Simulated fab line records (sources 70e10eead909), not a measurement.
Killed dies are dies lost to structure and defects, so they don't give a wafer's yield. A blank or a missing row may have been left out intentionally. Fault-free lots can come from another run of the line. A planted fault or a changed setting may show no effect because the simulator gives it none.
Chamber matching    flow nand harc    NHARC_P_M0_PRE_CLEAN_31 on pecvd-01 has 3 sister chambers
The step time 12 s. 6 wafers are shown with their chamber, then 8 later ones without.

== WAFERS PAIRED WITH THEIR CHAMBERS ==
wafer   chamber  heater power w (W)
L076.1  2        572
L084.4  2        594
L083.1  0        631
L083.2  1        575
L083.6  1        580
L093.1  0        628

== WAFERS MISSING THEIR CHAMBER ==
wafer   heater power w (W)
L093.3  624
L093.4  635
L097.1  699
L097.3  614
L097.6  631
L096.1  659
L096.2  637
L096.4  641

== WHICH CHAMBER EACH ONE RAN IN ==
wafer    from the rows above       in truth
L093.3   0                         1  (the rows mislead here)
L093.4   0                         0
L097.1   0                         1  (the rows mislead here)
L097.3   can't be placed: 0 or 2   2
L097.6   0                         0
L096.1   0                         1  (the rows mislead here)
L096.2   0                         0
L096.4   0                         0
Placed correctly: 4 of 8. Unplaceable from these rows: 1, with the true chamber sitting among the candidates in 1. 3 placed wrongly.
How it was worked out, from the rows above alone: a wafer's distance from a chamber is the root of the sum, over the readings, of the square of ((its reading less the chamber's mean) divided by the reading's scatter). The wafer belongs to the nearest chamber; if the next one is less than 2 further off, it can't be placed. Each chamber's mean is taken over the wafers shown for it. The scatter: the root of (the sum of the squares of (reading less its chamber's mean) over the shown wafers, divided by (wafers less chambers)).
